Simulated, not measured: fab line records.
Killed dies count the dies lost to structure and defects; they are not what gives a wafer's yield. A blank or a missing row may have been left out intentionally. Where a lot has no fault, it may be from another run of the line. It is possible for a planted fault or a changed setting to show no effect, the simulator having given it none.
Matching of chambers + flow nand harc + NHARC_P_GATE_STRIP_101 on rie diel-02: 4 sister chambers
The step strips in O2, time 20 s. 16 wafers are shown with their chamber, then 8 later ones without.

## EACH WAFER AND ITS CHAMBER
| wafer  | chamber | showerhead plenum p Torr (Torr) | drypump motor current A (A) | rf vpp V (V) |
|--------|---------|---------------------------------|-----------------------------|--------------|
| L075.1 | 1       | 3.50                            | 6.0                         | 57.2         |
| L075.2 | 0       | 3.62                            | 5.7                         | 58.5         |
| L075.3 | 3       | 3.43                            | 5.9                         | 58.0         |
| L075.4 | 2       | 3.56                            | 6.7                         | 56.4         |
| L075.5 | 2       | 3.56                            | 6.7                         | 57.4         |
| L075.6 | 1       | 3.50                            | 6.0                         | 58.5         |
| L078.1 | 1       | 3.50                            | 6.1                         | 59.5         |
| L078.4 | 2       | 3.56                            | 6.7                         | 57.8         |
| L078.5 | 3       | 3.43                            | 5.9                         | 55.9         |
| L087.3 | 2       | 3.56                            | 6.7                         | 57.2         |
| L087.4 | 0       | 3.62                            | 5.6                         | 59.2         |
| L087.5 | 1       | 3.49                            | 6.1                         | 56.7         |
| L089.1 | 0       | 3.62                            | 5.6                         | 59.4         |
| L089.2 | 3       | 3.42                            | 5.9                         | 57.0         |
| L089.4 | 2       | 3.56                            | 6.7                         | 57.8         |
| L090.1 | 2       | 3.56                            | 6.7                         | 58.1         |

SIGNATURES, as means of the wafers listed above
| reading                  | chamber 0 | chamber 1 | chamber 2 | chamber 3 | scatter within a chamber |
|--------------------------|-----------|-----------|-----------|-----------|--------------------------|
| showerhead plenum p Torr | 3.6200    | 3.4975    | 3.5600    | 3.4267    | 0.00344                  |
| drypump motor current A  | 5.633     | 6.050     | 6.700     | 5.900     | 0.0373                   |
| rf vpp V                 | 59.033    | 57.975    | 57.450    | 56.967    | 0.881                    |
Rule: distance of a wafer from a chamber = root of the sum over the readings of ((wafer's reading minus chamber's mean) / reading's scatter) squared. If the next closest chamber is less than 2 further off than the closest, the wafer can't be placed; otherwise it belongs to the closest. The scatter: take each reading less its chamber's mean, square it, sum over the shown wafers, divide by the number of wafers less the number of chambers, and take the root.

## WAFERS MISSING THEIR CHAMBER
| wafer  | showerhead plenum p Torr (Torr) | drypump motor current A (A) | rf vpp V (V) |
|--------|---------------------------------|-----------------------------|--------------|
| L090.2 | 3.62                            | 5.6                         | 57.6         |
| L090.4 | 3.49                            | 6.1                         | 58.1         |
| L092.1 | 3.56                            | 6.7                         | 57.2         |
| L092.3 | 3.42                            | 5.9                         | 56.2         |
| L092.6 | 3.56                            | 6.7                         | 56.7         |
| L093.4 | 3.42                            | 5.9                         | 58.1         |
| L093.5 | 3.61                            | 5.6                         | 56.4         |
| L093.6 | 3.42                            | 5.9                         | 58.1         |

## WHICH CHAMBER EACH WENT THROUGH
| wafer  | from the rows above | in truth |
|--------|---------------------|----------|
| L090.2 | 0                   | 0        |
| L090.4 | 1                   | 1        |
| L092.1 | 2                   | 2        |
| L092.3 | 3                   | 3        |
| L092.6 | 2                   | 2        |
| L093.4 | 3                   | 3        |
| L093.5 | 0                   | 0        |
| L093.6 | 3                   | 3        |
Correctly placed: 8 of 8. Can't be placed from these rows: 0. Wrongly placed: 0.
